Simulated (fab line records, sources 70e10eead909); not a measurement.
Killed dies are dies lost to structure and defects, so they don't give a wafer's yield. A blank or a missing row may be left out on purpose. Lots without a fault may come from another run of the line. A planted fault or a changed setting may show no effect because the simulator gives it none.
fab line records | flow nand_harc
record lots=24 wafers=72 last_day=25
route steps=1159 shown A_STAIRCASE@519
lots that met no fault: from a run of the same line without faults
start_h: hours from the record's first day to the start of the lot's first wafer shown | wait_h: hours since the lot's step before | " the same as in the row above | L1.1+2: a row that stands for several wafers | - no value, or no start given | * or withheld: withheld | < > ~ a bound
route shown NAME@n: a module of which the file shows steps, and the number in the route of the first | usual: mean/standard deviation of fault-free wafers | same: alike in all rows | chamber/n: place in a boat | sites: the reading at each site | _std_site: their standard deviation | _edge_site: outer sites' mean less inner sites' | radius_mm: how far each site lies from the wafer's centre | mask NAME#n: copy n | behind: the tool/chamber that last shaped the wafer | hold: why the lot was held/for how many hours/how that ended | device: the transistor (n, p or np) that didn't switch | end of line: the same wafers' tests at the end of the route | a step without rows: its recipe alone | killed: dies lost to structure and defects at the first sort, not the wafer's yield | map: a wafer's dies, x killed, . not, _ none there
set.NAME: the setting as run; set.NAME@STEP: as run at that earlier step | model.NAME: the simulator's own value behind a step, which no gauge read
steps of the route over a sample of lots; a table a step, a row a wafer
services: from which hour (start_h, from the record's first day; less than 0 if before it) a tool's chamber was out of use, for how many hours, and why
## steps
# step NHARC_A_STAIRCASE_DEP_156
# recipe target_thk_a=500 temp_c=400 target_thk_nm=50 flow_sccm=200 rf_w=450 material=SiNx
# usual heater_power_w=725/130 rf_fwd_power_W=447.6/1.5
# columns lot.wafer tool chamber start_h wait_h heater_power_w rf_fwd_power_W since_wet_clean_h
L074.1 pecvd-04 0 232.89 0.1 640 447.6 25
L074.4 " 0 " " 644 449.0 -
L074.5 " 1 " " 830 449.7 -
L077.3 pecvd-04 0 243.66 0.1 665 446.5 36
L077.6 " 1 " " 755 449.8 -
L077.4 " 0 " " 681 448.0 -
L075.2 pecvd-02 1 247.79 0.1 608 449.2 82
L075.4 " 0 " " 690 449.0 -
L075.6 " 1 " " 617 447.5 -
L076.1 pecvd-04 2 250.59 0.1 653 450.1 43
L076.2 " 0 " " 639 448.6 43
L076.6 " 1 " " 840 448.2 -
L078.4 pecvd-02 1 250.65 0.2 675 447.0 -
L078.3 " 0 " " 697 447.1 -
L078.5 " 1 " " 701 448.4 -
L080.2 pecvd-04 2 259.30 0.1 621 447.7 51
L080.3 " 0 " " 690 448.2 51
L080.1 " 1 " " 700 448.3 51
L079.2 pecvd-02 1 259.31 0.1 702 446.0 93
L079.3 " 1 " " 707 447.3 -
L079.5 " 1 " " 689 446.2 -
L082.3 pecvd-01 2 274.36 0.3 498 448.9 24
L082.2 " 1 " " 833 444.4 24
L082.6 " 0 " " 877 447.8 -
L081.1 pecvd-04 0 274.51 0.4 608 449.4 67
L081.6 " 2 " " 621 450.1 -
L081.4 " 0 " " 613 448.6 -
L084.1 pecvd-01 2 287.21 0.1 536 447.1 36
L084.6 " 0 " " 955 445.6 -
L084.4 " 2 " " 537 447.8 -
L083.2 pecvd-01 0 291.35 0.1 921 446.8 41
L083.4 " 2 " " 571 449.2 -
L083.5 " 1 " " 825 446.3 -
L087.1 pecvd-04 0 309.35 0.4 703 446.2 101
L087.4 " 2 " " 539 448.7 -
L087.5 " 1 " " 812 447.8 -
L085.3 pecvd-01 0 314.48 0.1 911 445.6 64
L085.1 " 2 " " 572 447.4 64
L085.6 " 2 " " 567 449.2 -
L086.2 pecvd-02 2 314.49 0.1 890 446.8 148
L086.1 " 1 " " 754 446.2 148
L086.4 " 0 " " 700 443.9 -
L088.3 pecvd-04 0 314.68 0.1 605 449.9 107
L088.4 " 0 " " 590 448.0 -
L088.5 " 1 " " 764 446.8 -
L089.1 pecvd-02 2 319.84 0.1 836 446.7 154
L089.5 " 2 " " 840 446.5 -
L089.4 " 0 " " 615 446.6 -
L090.3 pecvd-04 2 328.16 0.1 627 448.7 120
L090.1 " 1 " " 873 448.3 120
L090.6 " 0 " " 597 446.2 -
L091.2 pecvd-01 2 331.45 0.1 527 447.7 81
L091.6 " 0 " " 895 446.6 -
L091.4 " 1 " " 831 446.5 -
L092.3 pecvd-01 1 331.62 0.1 878 447.0 81
L092.2 " 0 " " 927 446.7 81
L092.6 " 1 " " 858 445.8 -
L093.2 pecvd-02 0 347.31 0.1 741 447.9 0
L093.3 " 1 " " 717 446.1 0
L093.4 " 2 " " 993 449.4 -
L094.5 pecvd-02 1 350.94 0.2 681 443.9 -
L094.6 " 2 " " 1009 446.6 -
L094.4 " 0 " " 682 447.2 -
L095.2 pecvd-02 0 354.21 0.1 744 446.9 7
L095.5 " 2 " " 900 446.2 -
L095.6 " 0 " " 725 448.3 -
L097.3 pecvd-02 0 370.17 0.3 613 445.8 23
L097.4 " 2 " " 995 449.5 -
L097.6 " 0 " " 623 446.8 -
L096.3 pecvd-02 2 378.35 1.6 910 446.1 31
L096.4 " 1 " " 644 447.3 -
L096.5 " 2 " " 908 445.0 -
# step NHARC_A_STAIRCASE_DESCUM_168
# recipe time_s=3 o2_flow_sccm=200 ar_flow_sccm=0 bias_power_w=0 chemistry=O2
# usual drypump_motor_current_A=5.6/0.53 oes_product_au=0.998/0.0079 rf_vpp_V=57.8/0.87 showerhead_plenum_p_Torr=1.91/0.089 throttle_valve_pct=11.310/0.0085
# columns lot.wafer tool chamber start_h wait_h drypump_motor_current_A oes_product_au rf_hours_counter_h rf_vpp_V showerhead_plenum_p_Torr throttle_valve_pct
L074.1 rie_diel-01 2 233.87 - 4.8 0.993 36 57.2 1.95 11.312
L074.4 " 1 " " 5.5 0.987 34 56.9 1.81 11.321
L074.5 " 3 " " 5.2 0.991 - 57.5 2.01 11.312
L077.4 rie_diel-01 3 244.60 - 5.2 1.004 27 57.5 2.01 11.314
L077.3 " 2 " " 4.8 1.004 38 58.3 1.95 11.318
L077.6 " 0 " " 5.8 0.991 - 58.9 2.00 11.320
L075.2 rie_diel-01 3 248.85 - 5.2 0.989 28 59.1 2.01 11.316
L075.4 " 2 " " 4.8 0.998 39 58.0 1.95 11.312
L075.6 " 0 " " 5.8 0.989 - 58.6 2.00 11.317
L076.2 rie_diel-08 2 251.43 - 5.2 1.002 48 58.5 2.06 11.312
L076.1 " 0 " " 5.9 1.005 48 57.9 1.79 11.315
L076.6 " 1 " " 6.4 0.991 - 57.8 1.86 11.316
L078.3 rie_diel-04 3 251.65 - 6.7 0.997 47 58.7 1.83 11.296
L078.4 " 0 " " 5.9 0.997 51 58.3 1.96 11.293
L078.5 " 0 " " 5.9 1.006 - 58.2 1.96 11.300
L080.2 rie_diel-08 2 260.30 - 5.2 1.003 52 60.0 2.06 11.316
L080.3 " 3 " " 5.5 1.001 54 57.3 1.78 11.325
L080.1 " 0 " " 5.9 0.995 51 56.5 1.79 11.305
L079.3 rie_diel-04 1 260.46 - 5.0 0.997 56 58.3 1.90 11.314
L079.2 " 2 " " 5.4 0.996 49 58.8 1.90 11.298
L079.5 " 2 " " 5.4 0.990 - 59.4 1.90 11.317
L082.2 rie_diel-08 1 275.35 - 6.4 1.004 55 57.4 1.85 11.309
L082.3 " 2 " " 5.2 0.993 59 59.2 2.06 11.304
L082.6 " 1 " " 6.4 1.003 - 58.5 1.85 11.317
L081.1 rie_diel-04 2 275.53 - 5.4 1.011 54 56.5 1.90 11.315
L081.4 " 0 " " 5.9 0.995 - 57.8 1.96 11.314
L081.6 " 1 " " 5.0 0.996 - 58.7 1.90 11.307
L084.4 rie_diel-01 0 288.18 - 5.8 0.985 40 58.0 1.99 11.322
L084.1 " 1 " " 5.5 0.991 56 57.2 1.80 11.311
L084.6 " 2 " " 4.8 0.994 - 58.0 1.94 11.306
L083.2 rie_diel-01 0 292.30 - 5.8 1.002 41 59.4 1.99 11.324
L083.4 " 3 " " 5.2 0.996 47 57.4 2.00 11.308
L083.5 " 0 " " 5.8 0.997 - 59.3 1.99 11.311
L087.4 rie_diel-01 2 310.37 - 4.8 1.004 64 57.1 1.94 11.314
L087.1 " 0 " " 5.8 0.996 45 58.7 1.99 11.325
L087.5 " 1 " " 5.5 0.992 - 57.9 1.80 11.311
L085.1 rie_diel-04 2 315.47 - 5.4 0.997 7 57.8 1.90 11.316
L085.3 " 3 " " 6.7 0.990 3 56.2 1.83 11.330
L085.6 " 0 " " 5.9 0.990 - 57.9 1.96 11.304
L086.2 rie_diel-08 2 316.97 - 5.2 1.001 3 57.6 2.05 11.304
L086.4 " 3 " " 5.5 0.995 3 56.3 1.78 11.316
L086.1 " 0 " " 5.9 0.976 3 57.3 1.78 11.313
L088.4 rie_diel-08 2 317.06 - 5.2 1.020 3 59.0 2.05 11.312
L088.3 " 0 " " 5.9 0.985 3 57.7 1.78 11.318
L088.5 " 3 " " 5.5 0.995 - 58.0 1.78 11.313
L089.4 rie_diel-08 1 320.82 - 6.4 1.013 5 57.7 1.85 11.303
L089.1 " 0 " " 5.9 0.987 5 57.3 1.78 11.307
L089.5 " 1 " " 6.4 1.004 - 57.0 1.85 11.319
L090.1 rie_diel-04 3 329.27 - 6.7 0.991 10 58.1 1.83 11.313
L090.3 " 1 " " 5.0 1.003 9 58.1 1.89 11.314
L090.6 " 0 " " 6.0 1.000 - 58.2 1.95 11.307
L091.2 rie_diel-04 1 332.43 - 5.0 1.012 10 57.8 1.89 11.307
L091.4 " 2 " " 5.4 1.000 16 58.9 1.89 11.315
L091.6 " 2 " " 5.4 1.012 - 57.3 1.89 11.328
L092.3 rie_diel-01 1 332.60 - 5.4 1.004 4 57.0 1.80 11.293
L092.2 " 3 " " 5.2 0.995 3 56.7 2.00 11.308
L092.6 " 1 " " 5.5 0.982 - 58.3 1.80 11.304
L093.3 rie_diel-01 2 348.27 - 4.8 0.994 8 57.2 1.94 11.311
L093.2 " 3 " " 5.2 0.994 8 57.4 2.00 11.313
L093.4 " 0 " " 5.8 0.988 10 57.3 1.99 11.303
L094.4 rie_diel-01 2 351.74 - 4.8 0.991 9 57.1 1.94 11.300
L094.5 " 3 " " 5.2 0.993 - 57.9 1.99 11.315
L094.6 " 0 " " 5.8 0.990 - 57.8 1.99 11.317
L095.2 rie_diel-04 1 355.07 - 5.0 1.000 18 58.2 1.89 11.307
L095.6 " 3 " " 6.7 0.999 - 57.8 1.82 11.310
L095.5 " 0 " " 5.9 0.984 - 57.7 1.95 11.316
L097.3 rie_diel-08 2 371.12 - 5.2 1.014 26 59.4 2.04 11.324
L097.4 " 3 " " 5.5 1.015 26 56.6 1.77 11.309
L097.6 " 0 " " 5.9 1.000 - 57.1 1.77 11.326
L096.3 rie_diel-08 3 379.32 - 5.5 1.004 28 56.3 1.77 11.318
L096.4 " 0 " " 5.9 0.999 29 56.9 1.77 11.286
L096.5 " 2 " " 5.2 1.014 - 58.0 2.04 11.291
# step NHARC_A_STAIRCASE_ETCH_13
# recipe target_depth_a=1000 time_s=40.5 ion_energy_ev=400 c4f8_flow_sccm=20 o2_flow_sccm=10 ar_flow_sccm=withheld rf_w=600 bias_w=1000 chemistry=C4F8/O2
# usual oes_product_au=0.933/0.013 rf_fwd_power_W=592.4/2.7 rf_vpp_V=896/5.5
# columns lot.wafer tool chamber start_h wait_h oes_product_au rf_fwd_power_W rf_hours_counter_h rf_vpp_V
L074.4 rie_diel-04 3 - - 0.918 593.1 42 891
L074.1 " 0 " " 0.920 588.2 43 899
L074.5 " 2 " " 0.924 587.1 - 895
L077.3 rie_diel-01 2 - - 0.928 591.4 39 897
L077.4 " 3 " " 0.936 595.8 27 902
L077.6 " 2 " " 0.930 593.2 - 898
L075.4 rie_diel-01 1 - - 0.930 590.0 39 889
L075.2 " 2 " " 0.930 590.7 42 899
L075.6 " 0 " " 0.928 592.5 - 900
L076.1 rie_diel-08 3 - - 0.948 593.6 51 889
L076.2 " 2 " " 0.937 594.7 49 904
L076.6 " 0 " " 0.954 591.7 - 888
L078.4 rie_diel-01 2 - - 0.963 595.0 42 898
L078.3 " 3 " " 0.955 596.2 31 901
L078.5 " 2 " " 0.962 594.3 - 898
L080.3 rie_diel-01 1 - - 0.933 590.2 44 889
L080.2 " 2 " " 0.925 593.5 46 899
L080.1 " 3 " " 0.921 597.8 34 902
L079.2 rie_diel-08 3 - - 0.920 592.5 54 887
L079.3 " 1 " " 0.920 591.7 50 893
L079.5 " 2 " " 0.927 593.7 - 904
L082.3 rie_diel-04 2 - - 0.919 591.0 55 895
L082.2 " 0 " " 0.908 591.2 61 898
L082.6 " 0 " " 0.921 590.3 - 899
L081.1 rie_diel-04 2 - - 0.915 585.8 56 894
L081.6 " 2 " " 0.919 590.5 - 896
L081.4 " 0 " " 0.927 587.7 - 899
L084.4 rie_diel-08 0 - - 0.931 590.2 61 889
L084.1 " 1 " " 0.939 594.5 60 892
L084.6 " 3 " " 0.928 592.9 - 888
L083.4 rie_diel-08 2 - - 0.920 593.8 65 905
L083.2 " 3 " " 0.919 591.8 65 889
L083.5 " 1 " " 0.921 591.1 - 892
L087.1 rie_diel-01 3 - - 0.931 595.8 51 902
L087.4 " 1 " " 0.926 589.6 62 891
L087.5 " 0 " " 0.919 594.3 - 902
L086.2 rie_diel-08 2 - - 0.956 596.9 4 905
L086.1 " 0 " " 0.932 589.8 4 888
L086.4 " 1 " " 0.947 595.5 4 892
L085.1 rie_diel-04 1 - - 0.924 593.3 4 895
L085.3 " 3 " " 0.930 592.0 5 890
L085.6 " 0 " " 0.930 587.4 - 899
L088.3 rie_diel-08 0 - - 0.928 588.2 5 887
L088.4 " 1 " " 0.947 598.4 5 892
L088.5 " 2 " " 0.933 595.3 - 904
L089.1 rie_diel-04 3 - - 0.934 591.1 7 891
L089.4 " 1 " " 0.919 591.4 5 897
L089.5 " 3 " " 0.938 591.8 - 891
L090.1 rie_diel-04 0 - - 0.967 588.4 16 898
L090.3 " 2 " " 0.941 588.4 16 894
L090.6 " 3 " " 0.947 592.7 - 889
L091.4 rie_diel-01 1 - - 0.957 589.4 4 889
L091.2 " 2 " " 0.947 592.3 3 897
L091.6 " 1 " " 0.953 589.1 - 888
L092.2 rie_diel-01 2 - - 0.927 594.2 3 898
L092.3 " 3 " " 0.931 598.3 3 901
L092.6 " 1 " " 0.937 593.3 - 889
L093.4 rie_diel-01 2 - - 0.930 590.1 8 898
L093.2 " 0 " " 0.926 596.6 10 901
L093.3 " 1 " " 0.936 591.8 10 888
L094.4 rie_diel-04 0 - - 0.945 585.0 24 898
L094.6 " 1 " " 0.948 594.9 - 894
L094.5 " 2 " " 0.957 590.6 - 895
L095.2 rie_diel-01 0 - - 0.941 597.1 12 901
L095.5 " 3 " " 0.952 595.5 - 901
L095.6 " 0 " " 0.942 593.4 - 900
L097.3 rie_diel-01 2 - - 0.926 592.9 14 896
L097.4 " 3 " " 0.929 594.9 14 900
L097.6 " 1 " " 0.932 593.4 - 888
L096.3 rie_diel-01 2 - - 0.941 591.8 17 899
L096.4 " 0 " " 0.932 594.6 19 901
L096.5 " 1 " " 0.932 592.4 - 888
# step NHARC_A_STAIRCASE_ETCH_15
# recipe target_depth_a=1000 time_s=40.5 ion_energy_ev=400 c4f8_flow_sccm=20 o2_flow_sccm=10 ar_flow_sccm=withheld rf_w=600 bias_w=1000 chemistry=C4F8/O2
# usual oes_product_au=0.938/0.01 rf_fwd_power_W=592.7/2.9 rf_vpp_V=896/5.4
# columns lot.wafer tool chamber start_h wait_h oes_product_au rf_fwd_power_W rf_hours_counter_h rf_vpp_V
L074.1 rie_diel-04 0 - - 0.920 588.9 43 900
L074.4 " 3 " " 0.918 590.5 42 891
L074.5 " 0 " " 0.918 589.5 - 900
L077.4 rie_diel-01 1 - - 0.935 589.9 37 889
L077.3 " 2 " " 0.941 594.7 39 898
L077.6 " 3 " " 0.932 595.5 - 903
L075.4 rie_diel-01 2 - - 0.947 591.0 42 899
L075.2 " 3 " " 0.951 593.4 30 900
L075.6 " 3 " " 0.949 596.4 - 902
L076.1 rie_diel-08 3 - - 0.954 594.8 51 889
L076.2 " 0 " " 0.965 590.2 49 890
L076.6 " 0 " " 0.956 588.5 - 888
L078.4 rie_diel-01 0 - - 0.938 595.2 28 902
L078.3 " 2 " " 0.960 592.6 42 897
L078.5 " 1 " " 0.930 593.3 - 889
L080.1 rie_diel-01 0 - - 0.931 595.1 31 901
L080.2 " 1 " " 0.939 593.5 44 890
L080.3 " 2 " " 0.935 590.6 46 897
L079.3 rie_diel-08 2 - - 0.938 595.4 52 905
L079.2 " 3 " " 0.928 592.3 54 888
L079.5 " 1 " " 0.925 592.6 - 892
L082.3 rie_diel-04 0 - - 0.938 589.0 61 899
L082.2 " 1 " " 0.945 590.7 62 895
L082.6 " 0 " " 0.935 586.7 - 899
L081.1 rie_diel-04 0 - - 0.943 587.6 61 898
L081.6 " 0 " " 0.920 587.9 - 900
L081.4 " 1 " " 0.931 594.9 - 895
L084.1 rie_diel-08 1 - - 0.923 596.0 60 892
L084.4 " 2 " " 0.935 598.5 64 904
L084.6 " 0 " " 0.946 589.8 - 889
L083.4 rie_diel-08 2 - - 0.933 595.7 65 904
L083.2 " 1 " " 0.931 594.7 61 893
L083.5 " 3 " " 0.938 590.5 - 886
L087.4 rie_diel-01 2 - - 0.939 594.1 64 896
L087.1 " 3 " " 0.950 595.3 51 901
L087.5 " 0 " " 0.933 597.0 - 901
L086.4 rie_diel-08 2 - - 0.951 598.7 4 904
L086.1 " 3 " " 0.937 592.0 4 885
L086.2 " 0 " " 0.934 591.7 5 887
L085.3 rie_diel-04 3 - - 0.947 592.2 6 890
L085.1 " 0 " " 0.957 591.5 10 899
L085.6 " 2 " " 0.931 588.7 - 896
L088.3 rie_diel-08 1 - - 0.934 592.0 5 892
L088.4 " 3 " " 0.955 590.9 5 889
L088.5 " 2 " " 0.939 593.5 - 905
L089.1 rie_diel-04 0 - - 0.943 589.5 11 898
L089.4 " 2 " " 0.927 589.3 11 895
L089.5 " 1 " " 0.935 590.0 - 895
L090.3 rie_diel-04 3 - - 0.950 594.8 11 890
L090.1 " 1 " " 0.949 592.2 10 895
L090.6 " 0 " " 0.951 589.9 - 897
L091.4 rie_diel-01 2 - - 0.931 591.9 3 898
L091.2 " 0 " " 0.951 594.2 4 901
L091.6 " 3 " " 0.946 593.1 - 901
L092.2 rie_diel-01 0 - - 0.914 593.7 4 903
L092.3 " 1 " " 0.925 587.7 4 888
L092.6 " 1 " " 0.942 588.8 - 890
L093.2 rie_diel-01 3 - - 0.941 593.7 8 901
L093.3 " 0 " " 0.932 594.5 10 902
L093.4 " 1 " " 0.921 593.5 10 888
L094.4 rie_diel-04 2 - - 0.938 591.4 24 896
L094.6 " 3 " " 0.928 592.6 - 890
L094.5 " 0 " " 0.939 591.0 - 899
L095.2 rie_diel-01 0 - - 0.931 594.2 12 900
L095.5 " 3 " " 0.953 597.5 - 902
L095.6 " 0 " " 0.941 596.2 - 900
L097.4 rie_diel-01 1 - - 0.924 590.5 16 889
L097.3 " 2 " " 0.948 594.0 14 897
L097.6 " 2 " " 0.937 592.1 - 897
L096.3 rie_diel-01 2 - - 0.950 591.5 17 897
L096.4 " 3 " " 0.945 596.2 17 900
L096.5 " 1 " " 0.930 593.3 - 888
# step NHARC_A_STAIRCASE_TRIM_196
# recipe time_s=211.2 o2_flow_sccm=500 ar_flow_sccm=0 bias_w=0 chemistry=O2
# usual drypump_motor_current_A=5.5/0.48 oes_product_au=0.998/0.0071 rf_vpp_V=57.7/0.88 showerhead_plenum_p_Torr=3.51/0.15 throttle_valve_pct=17.037/0.0093
# columns lot.wafer tool chamber start_h wait_h drypump_motor_current_A oes_product_au rf_hours_counter_h rf_vpp_V showerhead_plenum_p_Torr throttle_valve_pct
L074.4 rie_diel-01 2 242.03 0.1 4.8 0.996 38 57.9 3.59 17.031
L074.1 " 0 " " 5.8 0.982 23 58.5 3.68 17.028
L074.5 " 1 " " 5.5 0.993 - 58.9 3.35 17.019
L077.3 rie_diel-08 0 251.69 0.1 5.9 1.008 48 56.2 3.31 17.029
L077.4 " 3 " " 5.5 1.012 50 56.4 3.31 17.032
L077.6 " 0 " " 5.9 1.009 - 57.7 3.31 17.048
L075.2 rie_diel-08 1 255.71 0.1 6.4 1.003 47 57.7 3.43 17.048
L075.4 " 2 " " 5.2 1.000 49 59.4 3.78 17.042
L075.6 " 3 " " 5.5 1.006 - 56.7 3.30 17.046
L076.1 rie_diel-08 0 258.47 0.1 5.9 0.999 50 55.6 3.31 17.041
L076.2 " 2 " " 5.2 1.002 51 59.1 3.78 17.039
L076.6 " 1 " " 6.4 1.009 - 57.1 3.43 17.039
L078.3 rie_diel-01 0 258.79 0.1 5.8 1.002 30 58.0 3.67 17.043
L078.4 " 2 " " 4.8 0.990 44 58.5 3.58 17.057
L078.5 " 0 " " 5.8 0.988 - 59.5 3.67 17.026
L080.3 rie_diel-01 3 267.47 0.1 5.2 0.990 36 58.5 3.68 17.038
L080.1 " 1 " " 5.5 0.992 45 58.1 3.35 17.044
L080.2 " 2 " " 4.8 0.991 48 57.3 3.58 17.046
L079.2 rie_diel-01 1 268.44 0.2 5.5 0.998 46 59.5 3.34 17.031
L079.3 " 2 " " 4.9 0.996 48 56.8 3.58 17.026
L079.5 " 2 " " 4.8 1.002 - 58.0 3.58 17.034
L082.3 rie_diel-08 2 282.95 0.1 5.2 0.998 61 56.0 3.77 17.022
L082.2 " 0 " " 5.9 0.999 59 56.9 3.31 17.022
L082.6 " 2 " " 5.2 1.000 - 57.5 3.77 17.030
L081.1 rie_diel-04 0 284.06 0.1 5.9 1.009 64 57.9 3.61 17.035
L081.6 " 2 " " 5.4 1.006 - 60.6 3.50 17.028
L081.4 " 1 " " 5.0 0.997 - 57.9 3.50 17.057
L084.1 rie_diel-01 2 295.28 0.1 4.8 0.994 60 58.5 3.58 17.049
L084.4 " 0 " " 5.8 0.989 42 58.8 3.67 17.026
L084.6 " 2 " " 4.8 0.990 - 59.2 3.58 17.031
L083.2 rie_diel-01 0 299.64 0.1 5.8 0.984 43 56.8 3.67 17.027
L083.4 " 1 " " 5.5 0.984 59 56.2 3.34 17.037
L083.5 " 2 " " 4.8 0.988 - 58.2 3.57 17.018
L087.4 rie_diel-04 3 318.88 0.1 6.7 1.011 5 57.0 3.38 17.044
L087.1 " 0 " " 6.0 1.007 9 58.3 3.60 17.036
L087.5 " 3 " " 6.7 0.997 - 57.3 3.38 17.043
L086.4 rie_diel-04 2 324.43 0.1 5.4 0.997 12 57.3 3.49 17.036
L086.1 " 3 " " 6.7 1.001 7 58.4 3.38 17.046
L086.2 " 0 " " 5.9 0.996 12 57.9 3.60 17.031
L085.1 rie_diel-01 2 325.34 0.1 4.8 1.005 0 56.9 3.57 17.046
L085.3 " 0 " " 5.8 1.000 0 56.7 3.66 17.057
L085.6 " 2 " " 4.9 1.004 - 59.0 3.57 17.048
L088.4 rie_diel-04 2 325.51 0.1 5.4 0.999 12 57.2 3.49 17.034
L088.3 " 3 " " 6.7 0.997 8 57.7 3.38 17.034
L088.5 " 2 " " 5.4 0.997 - 57.9 3.49 17.025
L089.1 rie_diel-04 0 328.69 0.2 6.0 1.006 14 57.9 3.60 17.019
L089.4 " 3 " " 6.7 0.994 10 59.3 3.38 17.054
L089.5 " 0 " " 5.9 0.996 - 59.6 3.60 17.042
L090.3 rie_diel-01 3 336.52 0.1 5.2 1.002 4 57.4 3.67 17.027
L090.1 " 0 " " 5.8 0.987 5 57.5 3.66 17.031
L090.6 " 2 " " 4.9 0.999 - 59.0 3.57 17.027
L091.2 rie_diel-01 2 340.39 0.1 4.8 0.998 5 57.1 3.57 17.030
L091.4 " 3 " " 5.2 1.001 6 56.9 3.67 17.042
L091.6 " 1 " " 5.5 0.995 - 58.3 3.33 17.048
L092.2 rie_diel-01 2 340.72 0.1 4.8 0.994 6 57.8 3.57 17.048
L092.3 " 3 " " 5.2 0.999 6 58.2 3.67 17.026
L092.6 " 2 " " 4.8 0.998 - 56.6 3.57 17.028
L093.3 rie_diel-08 2 355.12 0.1 5.2 1.000 19 58.2 3.76 17.039
L093.2 " 3 " " 5.5 0.992 18 57.2 3.29 17.047
L093.4 " 3 " " 5.5 1.003 - 56.5 3.29 17.040
L094.4 rie_diel-01 0 359.15 0.1 5.8 0.993 13 59.5 3.66 17.046
L094.5 " 0 " " 5.8 0.996 - 58.1 3.66 17.039
L094.6 " 1 " " 5.5 0.990 - 57.2 3.33 17.040
L095.2 rie_diel-01 0 361.74 0.1 5.8 0.989 14 57.5 3.66 17.046
L095.5 " 3 " " 5.2 0.997 - 56.7 3.67 17.030
L095.6 " 0 " " 5.8 0.999 - 58.2 3.66 17.039
L097.3 rie_diel-08 2 378.06 0.1 5.2 1.006 28 57.2 3.75 17.041
L097.4 " 0 " " 5.9 0.999 29 56.7 3.29 17.055
L097.6 " 2 " " 5.2 1.003 - 59.4 3.75 17.045
L096.4 rie_diel-01 0 386.57 0.1 5.8 0.999 21 58.3 3.65 17.033
L096.3 " 2 " " 4.8 1.007 19 58.0 3.56 17.034
L096.5 " 0 " " 5.8 0.996 - 57.9 3.65 17.034
# step NHARC_A_STAIRCASE_STRIP_205
# recipe power_w=1500 temp_c=250 chemistry=O2
# usual drypump_motor_current_A=6.0/0.49 heater_power_w=333/22 temp_c=249.98/0.19
# columns lot.wafer tool chamber start_h wait_h drypump_motor_current_A heater_power_w rf_hours_counter_h temp_c
L074.1 plasma_asher-01 1 243.10 0.1 5.7 299 49 250.05
L074.4 " 1 " " 5.8 296 - 249.84
L074.5 " 0 " " 6.6 334 - 249.86
L077.3 plasma_asher-01 0 252.85 0.2 6.6 332 - 250.19
L077.4 " 1 " " 5.7 310 - 249.96
L077.6 " 0 " " 6.6 332 - 249.88
L075.2 plasma_asher-01 0 257.43 0.1 6.6 327 54 249.61
L075.4 " 0 " " 6.7 334 - 249.81
L075.6 " 0 " " 6.6 329 - 250.01
L076.1 plasma_asher-02 0 259.62 0.1 5.8 337 22 250.45
L076.2 " 1 " " 5.3 385 22 249.73
L076.6 " 0 " " 5.9 329 - 250.04
L078.4 plasma_asher-01 0 259.93 0.2 6.7 330 - 249.99
L078.3 " 1 " " 5.7 306 - 249.48
L078.5 " 0 " " 6.6 323 - 250.13
L080.1 plasma_asher-02 1 268.80 0.1 5.3 376 26 249.93
L080.2 " 0 " " 5.8 336 26 250.01
L080.3 " 1 " " 5.3 370 - 249.89
L079.2 plasma_asher-02 0 270.08 0.1 5.8 340 26 249.97
L079.3 " 0 " " 5.8 343 - 250.07
L079.5 " 1 " " 5.3 390 - 250.05
L082.2 plasma_asher-01 1 285.46 1.4 5.8 333 0 249.67
L082.3 " 0 " " 6.6 326 - 249.83
L082.6 " 0 " " 6.6 327 - 249.77
L081.1 plasma_asher-01 0 286.31 1.1 6.6 321 1 249.94
L081.4 " 1 " " 5.8 331 - 249.98
L081.6 " 1 " " 5.8 324 - 250.12
L084.1 plasma_asher-01 1 296.48 0.1 5.8 327 4 250.00
L084.4 " 1 " " 5.7 322 - 249.99
L084.6 " 1 " " 5.7 321 - 250.09
L083.2 plasma_asher-02 0 300.74 0.1 5.8 355 37 249.66
L083.4 " 1 " " 5.3 389 - 250.23
L083.5 " 0 " " 5.8 337 - 250.09
L087.1 plasma_asher-01 1 320.70 0.7 5.8 327 12 249.72
L087.4 " 0 " " 6.6 318 - 250.11
L087.5 " 1 " " 5.8 324 - 249.97
L086.1 plasma_asher-01 1 325.61 0.1 5.8 326 14 250.15
L086.2 " 0 " " 6.7 311 14 250.07
L086.4 " 1 " " 5.8 324 - 249.94
L085.1 plasma_asher-01 0 326.42 0.1 6.6 317 14 250.14
L085.3 " 0 " " 6.6 326 - 250.17
L085.6 " 1 " " 5.7 326 - 249.96
L088.3 plasma_asher-01 1 326.93 0.2 5.7 327 - 250.12
L088.4 " 0 " " 6.7 323 - 249.91
L088.5 " 0 " " 6.7 317 - 249.55
L089.1 plasma_asher-01 0 330.22 0.1 6.6 326 16 250.12
L089.4 " 0 " " 6.6 326 - 249.95
L089.5 " 0 " " 6.6 318 - 249.94
L090.1 plasma_asher-01 0 337.72 0.3 6.6 317 19 250.01
L090.3 " 0 " " 6.6 315 - 249.75
L090.6 " 0 " " 6.6 320 - 250.02
L091.2 plasma_asher-02 1 341.86 0.4 5.3 382 51 250.06
L091.4 " 0 " " 5.8 335 - 249.96
L091.6 " 1 " " 5.3 378 - 249.86
L092.2 plasma_asher-02 0 342.14 0.4 5.8 336 52 249.88
L092.3 " 1 " " 5.3 385 - 250.05
L092.6 " 0 " " 5.8 343 - 249.62
L093.2 plasma_asher-01 0 356.58 0.1 6.6 326 23 249.64
L093.3 " 1 " " 5.8 321 - 250.22
L093.4 " 0 " " 6.6 326 - 249.83
L094.4 plasma_asher-01 1 361.12 0.2 5.8 326 - 250.13
L094.6 " 0 " " 6.6 322 - 250.12
L094.5 " 1 " " 5.7 322 - 250.00
L095.2 plasma_asher-01 0 363.46 0.7 6.6 325 26 249.92
L095.5 " 1 " " 5.7 321 - 249.96
L095.6 " 0 " " 6.6 329 - 250.02
L097.3 plasma_asher-01 0 379.22 0.2 6.6 323 - 250.04
L097.4 " 1 " " 5.7 325 - 250.37
L097.6 " 1 " " 5.8 326 - 250.12
L096.3 plasma_asher-02 0 387.80 0.2 5.9 341 - 249.99
L096.4 " 1 " " 5.3 369 - 249.60
L096.5 " 0 " " 5.8 346 - 250.14
## services
# columns tool chamber start_h hours kind
pecvd-02 0 209.19 7.2 repair
rie_diel-01 0 220.86 - clean
rie_diel-01 1 220.86 - clean
rie_diel-01 2 220.86 - clean
rie_diel-01 3 220.86 - clean
rie_diel-04 2 230.12 1.6 repair
pecvd-01 - 237.85 13.0 pm
pecvd-02 2 244.55 15.1 repair
rie_diel-01 0 245.36 - clean
rie_diel-04 3 257.33 51.6 repair
pecvd-04 2 263.12 3.9 repair
pecvd-02 - 263.81 1.2 repair
plasma_asher-01 - 276.05 9.0 pm
plasma_asher-02 - 283.88 3.5 repair
rie_diel-08 - 302.10 9.0 pm
rie_diel-04 1 307.14 9.6 repair
rie_diel-01 - 315.57 9.0 pm
pecvd-02 - 334.28 13.0 pm
plasma_asher-01 - 340.79 3.9 repair
rie_diel-08 1 346.30 13.8 repair
pecvd-04 0 348.76 6.6 repair
plasma_asher-02 - 360.08 9.0 pm
pecvd-01 2 363.79 20.8 repair
pecvd-04 - 376.10 13.0 pm
## key
fault none
